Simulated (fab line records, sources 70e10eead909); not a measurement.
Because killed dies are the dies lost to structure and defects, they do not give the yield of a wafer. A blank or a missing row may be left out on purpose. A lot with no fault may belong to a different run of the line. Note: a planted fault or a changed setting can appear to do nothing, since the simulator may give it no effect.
Comparing a struck lot with a sound one | flow nand_harc | 15 steps out of a route of 1302
Sound: wafers L679.1, L679.3, L679.5. Struck: wafer L668.6 (left out: L668.2, L668.3 of the same lot, which were not struck); the cause appears at the end.
Order at every step that has rows: each side's tool, ch and its chambers, its first start. Under that, the readings that differ: sound wafers | struck wafers | difference of the means | sigmas: that difference in standard deviations of wafers without a fault.
alike: words and numbers the same on both sides, and readings whose means are apart by under 2 such deviations; not compared: readings that were withheld, readings missing a value for some wafer, numbers with overlapping values and no deviation given by the record, and bounds like >300 which may hide the same value.
Wherever a step has rows on one side only, a row that says differs or no value, or a row with sigmas, the two part there. Non-overlapping numbers with no deviation appear without sigmas and do not part them. A reading missing from all wafers of one side parts the sides only when that side holds two or more wafers.

first, 3 steps without rows for these wafers: NHARC_THIN_TSV_EXPOSE_09 (exposes mask TSV); NHARC_THIN_TSV_PEB_10 (peb time 85 s); NHARC_THIN_TSV_DEVELOP_11 (time 70 s).
NHARC_THIN_TSV_CD_MEAS_12: the cd target is 1000 nm.
  sound on cd_sem-03 ch 0, day 32 02:28; struck on cd_sem-02 ch 0, day 27 13:22
  alike: cd_nm
then, 2 steps without rows for these wafers: NHARC_THIN_TSV_HARDBAKE_13 (time 80 s); NHARC_THIN_TSV_DESCUM_14 (chemistry O2, time 3 s).
NHARC_THIN_TSV_ETCH_44: etches the open film in CF4/O2, target depth 1594.2 nm, time 797.1 s.
  sound on rie_diel-08 ch 1,3, day 32 02:42; struck on rie_diel-08 ch 1, day 27 13:37
  alike: drypump_motor_current_A, oes_product_au, rf_vpp_V, showerhead_plenum_p_Torr, throttle_valve_pct
  not compared: rf_hours_counter_h
NHARC_THIN_TSV_ETCH_15: target depth 3000 nm, bosch target overetch cycles 2, bosch etch step 2.8 s.
  sound on rie_si-01 ch 2,3, day 32 03:17; struck on rie_si-03 ch 1, day 27 14:11
  alike: drypump_motor_current_A
  not compared: rf_hours_counter_h
NHARC_THIN_TSV_CD_MEAS_16:
  sound on cd_sem-02, day 32 03:25; struck on cd_sem-01, day 27 14:20
  alike: cd_nm
NHARC_THIN_TSV_STRIP_45: strips in O2.
  sound on plasma_asher-02 ch 0,1, day 32 03:33; struck on plasma_asher-02 ch 0, day 27 14:24
  alike: drypump_motor_current_A, heater_power_w
  not compared: rf_hours_counter_h
then, 1 step without rows for these wafers: NHARC_THIN_TSV_STRIP_46 (strips in post etch residue remover, time 1200 s).
NHARC_THIN_TSV_DEP_47: deposits SiO2, target thk 200 nm.
  sound on pecvd-04 ch 0,2, day 32 04:21; struck on pecvd-01 ch 0, day 27 15:14
  alike: showerhead_vpp_V, throttle_valve_pct
NHARC_THIN_TSV_ETCHBACK_48: etches the open film in C4F8/Ar, target depth 1028.5 nm, time 405.17 s.
  sound on rie_diel-08 ch 1,2, day 32 04:42; struck on rie_diel-08 ch 2, day 27 15:41
  reading        | sound       | struck  | difference | sigmas
  over_etch_frac | 0.3 0.3 0.3 | 0.45649 | +0.15649   |
  alike: oes_product_au, rf_vpp_V
  not compared: rf_hours_counter_h
NHARC_THIN_TSV_STRIP_62: strips in N2/H2, time 20 s.
  sound on plasma_asher-01 ch 0,1, day 32 05:05; struck on plasma_asher-02 ch 0, day 27 16:01
  alike: drypump_motor_current_A, heater_power_w
  not compared: rf_hours_counter_h
NHARC_END_SORT_01:
  at this point the record logs the struck wafers (prober-01 ch 0, day 28 08:41) and has no rows for the sound ones

== WHERE THEY PART ==
At NHARC_END_SORT_01 and nowhere else, as far as this record goes.

WHY: what the simulator had put in
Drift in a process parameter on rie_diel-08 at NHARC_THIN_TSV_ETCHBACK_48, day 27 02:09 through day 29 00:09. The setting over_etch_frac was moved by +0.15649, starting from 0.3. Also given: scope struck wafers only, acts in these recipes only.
